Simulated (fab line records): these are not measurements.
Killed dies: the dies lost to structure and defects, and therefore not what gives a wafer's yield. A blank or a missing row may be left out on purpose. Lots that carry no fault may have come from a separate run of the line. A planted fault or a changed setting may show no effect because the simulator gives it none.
Comparing a struck lot with a sound one    flow n5-finfet    45 out of 1938 route steps
Sound: wafers L776.4, L776.5, L776.6. Struck: wafer L774.1 (L774.2, L774.3, from the same lot, were not struck and are left out); the cause is given at the end.
Each step with rows lists, per side, the tool, then ch with its chambers, then its first start. Under that, the readings that differ: sound wafers    struck wafers    difference of the means    sigmas: that difference in standard deviations of wafers without a fault.
alike: words and numbers the same on both sides, and readings whose means are apart by under 2 such deviations; not compared: readings that were withheld, readings missing a value for some wafer, numbers with overlapping values and no deviation given by the record, and bounds like >300 which may hide the same value.
The two part at a step that has a row with sigmas, a row that says differs or no value, or rows on one side only. Non-overlapping numbers with no deviation appear without sigmas and do not part them. A reading that every wafer of one side lacks parts them only if that side has two wafers or more.

N5_BEOL_M9_SPUTTER_48: material Cu, target thk 12 nm, time 2 s.
  sound: pvd-sputter-02 at day 11 14:11; struck: pvd-sputter-02 at day 11 06:16
  alike: throttle-valve-pct
then, 3 steps without rows for these wafers: N5_BEOL_M9_ECD_50 (material Cu, target thk 318 nm); N5_BEOL_M9_ANNEAL_51 (time 90 s); N5_BEOL_M9_CMP_52 (polishes, stops on SiCOH lowk, t overpolish 7 s, target thk 140 nm).
N5_BEOL_M9_THK_MEAS_53: measures by xrf.
  sound: film-metro-02 at day 11 15:31; struck: film-metro-01 at day 11 07:17
  alike: M9_THK
then, 2 steps without rows for these wafers: N5_BEOL_M9_PRE_CLEAN_55 (time 15 s); N5_BEOL_M9_DEP_56 (deposits SiCN from 3MS/NH3, target thk 15 nm, time 26.5 s).
N5_BEOL_M9_RS_MEAS_57: a four-point-probe measurement.
  sound: film-metro-01 at day 11 15:39; struck: film-metro-01 at day 11 07:25
  alike: M9_RS
N5_BEOL_M9_INSPECT_58: inspects for defects (darkfield).
  sound: defect-inspect-02 at day 11 15:40; struck: defect-inspect-01 at day 11 07:27
  alike: raw-defect-count
then, 1 step without rows for these wafers: N5_BEOL_M10_ILD_DEP_00 (deposits SiCOH lowk from DEMS/porogen, target thk 308.51 nm, time 58 s).
N5_BEOL_M10_CURE_71: cures SiCOH lowk, time 240 s.
  sound on uv-cure-03 ch 1, day 11 16:02; struck on uv-cure-03 ch 1, day 11 07:34
  alike: lamp-power-pct, wafer_temp_C_max
N5_BEOL_M10_THK_MEAS_01:
  sound: film-metro-01 at day 11 16:18; struck: film-metro-02 at day 11 08:05
  alike: M10_ILD_THK
N5_BEOL_M10_PECVD_70: deposits SiO2 from TEOS/O2, target thk 20 nm, time 22.7 s.
  sound on pecvd-02 ch 0,1,2, day 11 16:21; struck on pecvd-03 ch 2, day 11 08:07
reading                                      sound                 struck  difference  sigmas
susceptor-temp-C (C)                         400.54 400.32 400.11  430.51  +30.19      +99 or more
throttle-valve-pct (%)                       23.1 21.0 24.4        20.3    -2.5        -2
model.SiO2_of_BEOL_M10_PECVD_70.thk-nm (nm)  19.8 20.2 20.2        15.6    -4.5        
  alike: heater-power-w, showerhead-plenum-p-Torr
N5_BEOL_M10_HM_DEP_02: deposits TiN, target thk 20 nm.
  sound: pvd-sputter-02 at day 11 16:38; struck: pvd-sputter-01 at day 11 08:38
  alike: throttle-valve-pct
then, 8 steps without rows for these wafers: N5_BEOL_M10_COAT_59 (time 60 s, resist thk 100 nm); N5_BEOL_M10_COAT_60 (time 60 s, resist thk 30 nm); N5_BEOL_M10_COAT_05 (resist thk 90 nm); N5_BEOL_M10_EBR_07; N5_BEOL_M10_SOFTBAKE_06 (time 60 s); N5_BEOL_M10_EXPOSE_08 (exposes mask M10); N5_BEOL_M10_PEB_09 (peb time 60 s); N5_BEOL_M10_DEVELOP_10 (develop time 30 s).
N5_BEOL_M10_CD_MEAS_11: target cd 64.1 nm.
  sound on cd-sem-03 ch 0, day 11 17:08; struck on cd-sem-02 ch 0, day 11 09:00
  alike: cd-nm
N5_BEOL_M10_OVL_MEAS_12:
  sound on overlay-01 ch 0, day 11 17:10; struck on overlay-02 ch 0, day 11 09:02
  alike: M10_OVL
N5_BEOL_M10_INSPECT_13: inspects for defects (brightfield).
  sound: defect-inspect-02 at day 11 17:11; struck: defect-inspect-02 at day 11 09:04
reading           sound        struck  difference  sigmas
raw-defect-count  526 632 499  364     -188        -2
then, 1 step without rows for these wafers: N5_BEOL_M10_DESCUM_16 (chemistry O2, time 7.9 s).
N5_BEOL_M10_ETCH_61: etches SiARC in CF4, target depth 39 nm, time 65 s.
  sound on rie-diel-06 ch 2,3, day 11 17:22; struck on rie-diel-04 ch 2, day 11 09:28
reading                sound           struck  difference  sigmas
oes-product-au (a.u.)  0.73 0.71 0.74  0.60    -0.13       -2
  alike: bias-w, drypump-motor-current-A, etch-rf-on-time-s, rf-vpp-V, showerhead-plenum-p-Torr, throttle-valve-pct
  not compared: rf-hours-counter-h
then, 2 steps without rows for these wafers: N5_BEOL_M10_ETCH_62 (etches SOC in N2/H2, target depth 110 nm, overetch 22 nm, time 165 s); N5_BEOL_M10_STRIP_68 (strips in N2/H2).
N5_BEOL_M10_STRIP_67: strips in CF4.
  sound on rie-diel-06 ch 2,3, day 11 17:33; struck on rie-diel-04 ch 2, day 11 09:40
  alike: drypump-motor-current-A, oes-product-au, rf-vpp-V, showerhead-plenum-p-Torr, throttle-valve-pct
  not compared: rf-hours-counter-h
then, 2 steps without rows for these wafers: N5_BEOL_M10_HM_OPEN_17 (chemistry Cl2/BCl3, target TiN, target depth 20 nm, overetch 6 nm); N5_BEOL_M10_STRIP_19 (strips in O2).
N5_BEOL_M10_CD_MEAS_18: pitch 140 nm, target cd 70 nm.
  sound: cd-sem-03 at day 11 17:47; struck: cd-sem-03 at day 11 09:55
  alike: cd-nm
then, 8 steps without rows for these wafers: N5_BEOL_M10_COAT_63 (time 60 s, resist thk 100 nm); N5_BEOL_M10_COAT_64 (time 60 s, resist thk 30 nm); N5_BEOL_M10_COAT_22 (resist thk 90 nm); N5_BEOL_M10_EBR_24; N5_BEOL_M10_SOFTBAKE_23 (time 60 s); N5_BEOL_M10_EXPOSE_25 (exposes mask V9); N5_BEOL_M10_PEB_26 (peb time 60 s); N5_BEOL_M10_DEVELOP_27 (develop time 30 s).
N5_BEOL_M10_CD_MEAS_28: target cd 70 nm.
  sound on cd-sem-01 ch 0, day 11 18:04; struck on cd-sem-01 ch 0, day 11 12:01
  alike: cd-nm
N5_BEOL_M10_HM_STRIP_39: strips TiN in peroxide tin strip, target depth 25 nm, time 158 s.
  sound on wet-bench-03 ch 0,4,7, day 11 18:48; struck on wet-bench-02 ch 4, day 11 12:38
reading                                      sound       struck  difference  sigmas
model.SiO2_of_BEOL_M10_PECVD_70.thk-nm (nm)  19.6 20 20  15.4    -4.5        
N5_BEOL_M10_CMP_52: polishes, stops on SiCOH lowk, t overpolish 7 s, target thk 140 nm.
  sound on cmp-01 ch 0,1,2, day 11 22:26; struck on cmp-02 ch 3, day 11 15:29
reading                       sound           struck  difference  sigmas
barrier-field-endpoint-s (s)  28.9 29.0 29.4  23.0    -6.1        -7
  alike: motor-current-A
next, for these wafers, 1 step has no rows: N5_PASSIVATION_PROBE_49.

WHERE THEY PART
Earliest at N5_BEOL_M10_PECVD_70; latest, in this record, at N5_BEOL_M10_CMP_52.

WHY: whatever the simulator had introduced
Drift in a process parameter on pecvd-03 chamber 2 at N5_BEOL_M10_PECVD_70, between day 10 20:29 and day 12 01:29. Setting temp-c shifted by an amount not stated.
